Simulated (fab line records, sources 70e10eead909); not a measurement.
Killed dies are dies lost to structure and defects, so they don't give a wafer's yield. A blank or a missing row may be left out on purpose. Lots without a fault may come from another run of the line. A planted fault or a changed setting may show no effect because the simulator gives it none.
Problem report in the 8D (eight disciplines) form, filled by code | flow nand_harc | the parts of the form that need people (team, actions taken, sign-off) are left out

1. THE PROBLEM
killed_at_periphery at NHARC_END_SORT_01 reads a mean of 657.0 on 3 wafers of 2 lots; wafers without a fault read 3.6 with a standard deviation of 2.4. That is +99 or more standard deviations from the usual mean.
First seen on wafer L302.2, day 20 07:04, on prober-01. The record holds 9 wafers of 3 lots with a number at this step. Rule for "out", or "out of limits": more than 4 standard deviations from the usual mean. The other wafers with a number count as sound.

2. WHAT IT IS AND WHAT IT IS NOT
question                    | is                                                                                                                      | is not
which readings at this step | killed_at_periphery, defect_limited_yield, killed_dies, sort_bin_2_pct, sort_n_pass, sort_rim_yield_pct, sort_yield_pct | killed_at_array, killed_at_other, killed_short, sort_bin_3_pct, sort_bin_4_pct
which lots                  | L302, L303                                                                                                              | L300
which wafers of those lots  | L302.2, L302.5, L303.2                                                                                                  | L302.1, L303.1, L303.3
read on which gauges        | prober-01, prober-02                                                                                                    | -
when                        | from day 20 07:04                                                                                                       | up to then (1 sound wafer); but 5 sound wafers of L300, L303 came after

3. SUSPECTS, AND WHAT RULES EACH OUT
Counting: a tool at a process step up to the reading stays a suspect if it ran every lot that is out. Sound lots after the first of them don't rule it out here, since some wafers of a struck lot are sound.
- the gauge at NHARC_END_SORT_01: ruled out. The wafers that are out were read on 2 gauges (prober-01, prober-02).
- pecvd-02 at NHARC_P_M0_DEP_00 (deposits SiOC, target thk 150 nm): kept. It ran every lot that is out, first L302 (day 6 23:38); its last sound lot up to then is L300 (day 6 15:23).
- cmp-04 at NHARC_A_BONDPAD_CMP_19 (polishes, t overpolish 30 s, cu recess touch 16 s, target thk 169.8 nm): kept. It ran every lot that is out, first L302 (day 18 19:11).
- rie_diel-04 at NHARC_HYBRID_BOND_ACTIVATE_00 (chemistry N2, time 60 s): kept. It ran every lot that is out, first L302 (day 18 19:41).
Left after counting: pecvd-02 at NHARC_P_M0_DEP_00, cmp-04 at NHARC_A_BONDPAD_CMP_19, rie_diel-04 at NHARC_HYBRID_BOND_ACTIVATE_00.

4. THE CAUSE (what the simulator had put in)
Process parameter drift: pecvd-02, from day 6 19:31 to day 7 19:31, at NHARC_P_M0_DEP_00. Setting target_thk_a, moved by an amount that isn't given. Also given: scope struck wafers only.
Counting left 3 suspects, and this tool is among them.

5. THE CHAIN OF EFFECTS, in route order
Each row: a reading whose mean over the struck wafers that have a number lies more than 3 standard deviations from the usual. Only readings for which the record gives a usual standard deviation are gone through. hours: the time from each lot's start at the first step in this table that gives one to its start at this step, as a median over the lots. sigmas: the change in usual standard deviations.
hours | step              | reading              | usual  | on struck wafers | change | sigmas
0     | NHARC_END_SORT_01 | defect_limited_yield | 95.3 % | 0.0              | -95.3  | -60
0     | NHARC_END_SORT_01 | killed_at_periphery  | 3.6    | 657.0            | +653.4 | +99 or more
0     | NHARC_END_SORT_01 | killed_dies          | 32     | 677              | +645   | +59
0     | NHARC_END_SORT_01 | sort_bin_2_pct       | 1.4 %  | 97.4             | +96.0  | +99 or more
0     | NHARC_END_SORT_01 | sort_n_pass          | 645    | 0                | -645   | -59
0     | NHARC_END_SORT_01 | sort_rim_yield_pct   | 95 %   | 0                | -95    | -27
0     | NHARC_END_SORT_01 | sort_yield_pct       | 95.3 % | 0.0              | -95.3  | -60

6. WHAT WOULD HAVE CAUGHT IT SOONER
In this record the first reading out of limits at a measuring or inspecting step was taken at day 20 07:04, 324 hours after the fault began at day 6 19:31.
Of the tool readings at NHARC_P_M0_DEP_00 for which the record gives a usual standard deviation, none was out on any struck wafer, so an alarm limit of 4 standard deviations on them would not have fired.
All the lots that are out (2) had begun NHARC_P_M0_DEP_00 on pecvd-02 by day 20 07:04. A hold on the tool at that time would have spared none of them.
